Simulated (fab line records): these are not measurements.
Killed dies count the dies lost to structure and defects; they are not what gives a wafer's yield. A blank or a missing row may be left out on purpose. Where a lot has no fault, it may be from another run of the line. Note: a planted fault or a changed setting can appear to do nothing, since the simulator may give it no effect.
Chamber matching -- flow nand_harc -- NHARC_A_CHANNEL_HOLE_D1_ETCH_44 on rie_diel-11 has 4 sister chambers
The step etches the open film in CF4/O2, target depth 140 nm, overetch 14 nm, time 77 s. 8 wafers are shown with their chamber, then 10 later ones without.

WAFERS PAIRED WITH THEIR CHAMBERS
wafer,chamber,showerhead_plenum_p_Torr (Torr),drypump_motor_current_A (A)
L079.2,3,1.30,5.4
L078.3,0,1.27,5.5
L078.4,1,1.42,4.8
L084.1,3,1.30,5.4
L084.3,2,1.38,5.9
L084.4,0,1.27,5.4
L091.3,1,1.41,4.8
L091.4,2,1.38,5.9

WAFERS MISSING THEIR CHAMBER
wafer,showerhead_plenum_p_Torr (Torr),drypump_motor_current_A (A)
L091.5,1.42,4.8
L093.1,1.41,4.8
L093.3,1.27,5.4
L093.5,1.30,5.4
L097.1,1.38,5.9
L097.2,1.30,5.4
L097.6,1.38,5.9
L097.3,1.41,4.7
L097.4,1.27,5.4
L097.5,1.30,5.4

WHICH CHAMBER EACH WENT THROUGH
wafer,from the rows above,in truth
L091.5,1,1
L093.1,1,1
L093.3,0,0
L093.5,3,3
L097.1,2,2
L097.2,3,3
L097.6,2,2
L097.3,1,1
L097.4,0,0
L097.5,3,3
Correctly placed: 10 of 10. Number that these rows cannot place: 0. Placed wrongly: 0.
How it was worked out, from the rows above alone: a wafer's distance from a chamber is the root of the sum, over the readings, of the square of ((its reading less the chamber's mean) divided by the reading's scatter). If the next closest chamber is less than 2 further off than the closest, the wafer can't be placed; otherwise it belongs to the closest. A chamber's mean is the mean of its shown wafers. The scatter is the square root of a quotient: the sum, over the shown wafers, of each reading's squared deviation from its chamber's mean, divided by wafers minus chambers.
